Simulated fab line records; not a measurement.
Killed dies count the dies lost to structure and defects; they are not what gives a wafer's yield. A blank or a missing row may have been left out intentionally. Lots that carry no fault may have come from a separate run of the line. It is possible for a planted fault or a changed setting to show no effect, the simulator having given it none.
8D (eight disciplines) problem report, filled in by code	flow nand harc	the parts of the form that need people (team, actions taken, sign-off) are left out

1. THE PROBLEM
Wafers without a fault read 0.998 a.u., standard deviation 0.011; oes product au at NHARC_A_CONTACT_ETCH_76 reads a mean of 1.251 a.u. on 3 wafers belonging to 2 lots. That puts it +23 standard deviations away from the usual mean.
The step: etches the open film in N2/H2, target depth 260 nm, time 475.3 s.
First seen on wafer L999.6, day 28 07:22, on rie diel-11. At this step, 36 wafers from 12 lots have a number in the record. By rule, "out" or "out of limits" means more than 4 standard deviations away from the usual mean. The other wafers with a number count as sound.

2. WHAT IT IS, AND WHAT IT ISN'T
question	is	is not
which readings at this step	oes product au	drypump motor current A, mfc ar sccm, rf vpp V, showerhead plenum p Torr, throttle valve pct
which lots	L998, L999	L104, L105, L982, L983, L984, L985, L986, L987, L989, L991
which wafers of those lots	L998.1, L998.5, L999.6	L998.3, L999.3, L999.4
read on which tools	rie diel-11	rie diel-03, rie diel-07
when	from day 28 07:22	up to then (26 sound wafers); but 7 sound wafers of L104, L105, L998 came after

3. WHAT RULES OUT EACH SUSPECT
Counting: if a tool at a process step up to the reading ran every lot that is out, it stays a suspect. Sound lots after the first of them don't rule it out here, since some wafers of a struck lot are sound.
- rie diel-11 at NHARC_A_CONTACT_ETCH_76 (etches the open film in N2/H2, target depth 260 nm, time 475.3 s): kept. Ran every lot that is out, first one L999 (day 28 07:22); last sound lot up to then L989 (day 24 22:05). On those wafers its own readings are out: oes product au.
- Within rie diel-11 at NHARC_A_CONTACT_ETCH_76: the wafers that are out ran in chamber 3; their sound lot-mates ran in chambers 0, 1, 2.
After counting, what remains is rie diel-11 at NHARC_A_CONTACT_ETCH_76.

4. THE CAUSE (what the simulator had put in)
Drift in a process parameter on rie diel-11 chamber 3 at NHARC_A_CONTACT_ETCH_76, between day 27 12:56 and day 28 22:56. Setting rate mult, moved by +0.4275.
After counting, this tool was the only one left.

5. THE CHAIN OF EFFECTS, in route order
Each row: a reading whose mean over the struck wafers that have a number lies more than 3 standard deviations from the usual. Scope: only readings with a usual standard deviation given in the record; hours: median across lots of the time from each lot's start at the first step in this table that gives one to its start at this step; sigmas: change in usual standard deviations.
hours	step	reading	usual	on struck wafers	change	sigmas
0	NHARC_A_CONTACT_ETCH_76	oes product au	0.998 a.u.	1.251	+0.253	+23
Its process steps:
- NHARC_A_CONTACT_ETCH_76: etches the open film in N2/H2, target depth 260 nm, time 475.3 s.
Later measuring or inspecting steps at which every struck wafer that the step has a row for has a number for every such reading, and none has moved that far: NHARC_END_SORT_01.

6. HOW IT WOULD HAVE BEEN CAUGHT EARLIER
In this record no reading fell out of limits until day 28 07:22, 18 hours after the fault had begun at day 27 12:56.
